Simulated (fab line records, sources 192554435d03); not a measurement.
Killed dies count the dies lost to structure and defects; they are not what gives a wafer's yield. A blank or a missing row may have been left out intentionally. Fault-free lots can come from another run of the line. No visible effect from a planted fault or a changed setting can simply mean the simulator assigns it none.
Matching of chambers | flow n5 finfet | N5_BEOL_M5_ETCH_62 on rie diel-02: 3 sister chambers
The step etches SOC in N2/H2, target depth 75 nm, overetch 15 nm, time 112.5 s. 6 wafers are shown with their chamber, then 7 later ones without.

EACH WAFER AND ITS CHAMBER
wafer  | chamber | showerhead plenum p Torr (Torr) | throttle valve pct (%)
L085.1 | 2       | 2.43                            | 17.9
L088.1 | 2       | 2.42                            | 17.9
L088.5 | 0       | 2.58                            | 17.3
L090.1 | 3       | 2.53                            | 18.0
L090.4 | 3       | 2.53                            | 17.9
L090.5 | 0       | 2.58                            | 17.3

WAFERS MISSING THEIR CHAMBER
wafer  | showerhead plenum p Torr (Torr) | throttle valve pct (%)
L093.1 | 2.42                            | 18.0
L093.6 | 2.58                            | 17.3
L094.3 | 2.42                            | 17.9
L094.4 | 2.58                            | 17.3
L094.6 | 2.58                            | 17.3
L097.3 | 2.42                            | 18.0
L097.6 | 2.58                            | 17.3

CHAMBER TAKEN BY EACH
wafer  | from the rows above | in truth
L093.1 | 2                   | 2
L093.6 | 0                   | 0
L094.3 | 2                   | 2
L094.4 | 0                   | 0
L094.6 | 0                   | 0
L097.3 | 2                   | 2
L097.6 | 0                   | 0
Placed correctly: 7 of 7. Not placeable from these rows: 0. 0 placed wrongly.
How it was worked out, from the rows above alone: a wafer's distance from a chamber is the root of the sum, over the readings, of the square of ((its reading less the chamber's mean) divided by the reading's scatter). The wafer belongs to the nearest chamber; if the next one is less than 2 further off, it can't be placed. For every chamber, the mean is computed from those of its wafers that are shown. The scatter is the square root of a quotient: the sum, over the shown wafers, of each reading's squared deviation from its chamber's mean, divided by wafers minus chambers.
